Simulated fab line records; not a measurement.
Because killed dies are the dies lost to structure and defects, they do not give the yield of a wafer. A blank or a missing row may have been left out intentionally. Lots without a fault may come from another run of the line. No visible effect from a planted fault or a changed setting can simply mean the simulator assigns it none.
Chamber matching | flow nand-harc | NHARC_A_STAIRCASE_DESCUM_168 on rie-diel-02 has 4 sister chambers
The step chemistry O2, time 3 s. 8 wafers are shown with their chamber, then 7 later ones without.

== EACH WAFER AND ITS CHAMBER ==
wafer  | chamber | showerhead-plenum-p-Torr (Torr) | rf-vpp-V (V)
L074.1 | 3       | 1.97                            | 57.3
L074.3 | 2       | 2.01                            | 59.0
L081.4 | 2       | 2.01                            | 58.9
L089.4 | 1       | 1.91                            | 58.5
L089.5 | 0       | 1.79                            | 57.3
L089.6 | 1       | 1.91                            | 57.5
L085.3 | 3       | 1.95                            | 58.1
L085.4 | 0       | 1.79                            | 56.6

== WAFERS WITHOUT THEIR CHAMBER ==
wafer  | showerhead-plenum-p-Torr (Torr) | rf-vpp-V (V)
L085.5 | 1.91                            | 58.6
L092.2 | 2.00                            | 57.5
L092.3 | 1.78                            | 56.9
L092.6 | 2.00                            | 58.5
L093.1 | 1.95                            | 58.1
L093.3 | 1.78                            | 56.8
L093.5 | 2.00                            | 56.9

== WHICH CHAMBER EACH WENT THROUGH ==
wafer  | from the rows above     | in truth
L085.5 | 1                       | 1
L092.2 | 2                       | 2
L092.3 | 0                       | 0
L092.6 | 2                       | 2
L093.1 | 3                       | 3
L093.3 | 0                       | 0
L093.5 | can't be placed: 2 or 3 | 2
Correctly placed: 6 of 7. Can't be placed from these rows: 1 (the true chamber is among the candidates in 1). Placed wrongly: 0.
How it was worked out, from the rows above alone: a wafer's distance from a chamber is the root of the sum, over the readings, of the square of ((its reading less the chamber's mean) divided by the reading's scatter). The wafer belongs to the nearest chamber; if the next one is less than 2 further off, it can't be placed. A chamber's mean is the mean of its shown wafers. How the scatter is found: for the shown wafers, subtract from each reading the mean of its chamber, square and add these, divide the total by (wafers less chambers), then take the root.
